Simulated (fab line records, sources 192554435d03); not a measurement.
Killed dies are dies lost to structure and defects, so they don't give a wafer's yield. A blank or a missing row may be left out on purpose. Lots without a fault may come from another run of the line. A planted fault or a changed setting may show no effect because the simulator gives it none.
Chamber matching | flow n5_finfet | N5_BEOL_M10_STRIP_19 on rie_diel-01: 4 sister chambers
The step strips in O2. 8 wafers are shown with their chamber, then 9 later ones without.

WAFERS WITH THEIR CHAMBER
wafer  | chamber | drypump_motor_current_A (A) | throttle_valve_pct (%)
L076.6 | 3       | 4.8                         | 16.89
L084.1 | 2       | 5.7                         | 16.70
L086.3 | 2       | 5.7                         | 16.72
L086.4 | 3       | 4.8                         | 16.94
L086.5 | 0       | 6.5                         | 16.34
L090.1 | 1       | 5.7                         | 16.47
L090.2 | 0       | 6.6                         | 16.33
L090.6 | 1       | 5.8                         | 16.47

WAFERS WITHOUT THEIR CHAMBER
wafer  | drypump_motor_current_A (A) | throttle_valve_pct (%)
L092.3 | 5.7                         | 16.49
L092.4 | 6.5                         | 16.37
L092.6 | 5.7                         | 16.45
L096.1 | 5.8                         | 16.48
L096.2 | 4.8                         | 16.51
L096.3 | 6.5                         | 16.38
L097.1 | 6.5                         | 16.40
L097.2 | 5.7                         | 16.76
L097.4 | 4.8                         | 16.52

WHICH CHAMBER EACH WENT THROUGH
wafer  | from the rows above          | in truth
L092.3 | 1                            | 1
L092.4 | 0                            | 0
L092.6 | 1                            | 1
L096.1 | 1                            | 1
L096.2 | can't be placed: 1 or 2 or 3 | 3
L096.3 | 0                            | 0
L097.1 | 0                            | 0
L097.2 | 2                            | 2
L097.4 | can't be placed: 1 or 3 or 2 | 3
Placed correctly: 7 of 9. Can't be placed from these rows: 2 (the true chamber is among the candidates in 2). Placed wrongly: 0.
How it was worked out, from the rows above alone: a wafer's distance from a chamber is the root of the sum, over the readings, of the square of ((its reading less the chamber's mean) divided by the reading's scatter). The wafer belongs to the nearest chamber; if the next one is less than 2 further off, it can't be placed. A chamber's mean is the mean of its shown wafers. The scatter: the root of (the sum of the squares of (reading less its chamber's mean) over the shown wafers, divided by (wafers less chambers)).
